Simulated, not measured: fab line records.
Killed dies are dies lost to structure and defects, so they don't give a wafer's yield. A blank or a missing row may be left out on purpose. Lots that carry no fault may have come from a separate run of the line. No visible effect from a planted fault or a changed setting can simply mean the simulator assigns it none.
Which tool was responsible?	flow nand-harc	6 lots (16 wafers sampled), 1 step of a 1159-step route

WHAT THE GAUGES READ, wafer by wafer
NHARC_P_GATE_OVL_MEAS_27.
lot	measured	on	overlay-x-nm (nm)
L869	day 5 01:16	overlay-02	-0.5 -0.7 -0.7
L870	day 5 12:38	overlay-02	-0.1 0.2 -0.1
L875	day 7 06:39	overlay-02	0.0
L885	day 9 04:28	overlay-01	-0.8 -1.0 -1.0
L887	day 9 18:38	overlay-01	-0.2 -0.2 0.2
L888	day 10 00:31	overlay-02	-0.3 -0.2 -0.5

WHICH TOOL RAN EACH LOT (tool, then ch and the chambers of the sampled wafers, then the start)
There is no process step in the record ahead of these readings.

THE ANSWER, worked out from the rows above alone
Rule: usual is defined by the lots themselves. The widest of any qualifying gaps counts: lots, ordered by their means at a reading, are off when they make up no more than a third of the lots, leave a main group of 4 or more, and stand apart from it by 3 or more times the standard deviation of that group's means. A main group is skipped when, at the precision printed for the reading in the tables above, its means are all equal. Also off: a lot with no number at a reading for which 4 or more lots have one. Any other lot the step has rows for is counted as sound.
None of the lots is off at any reading shown; this tells nothing.

WHAT THE SIMULATOR PUT IN
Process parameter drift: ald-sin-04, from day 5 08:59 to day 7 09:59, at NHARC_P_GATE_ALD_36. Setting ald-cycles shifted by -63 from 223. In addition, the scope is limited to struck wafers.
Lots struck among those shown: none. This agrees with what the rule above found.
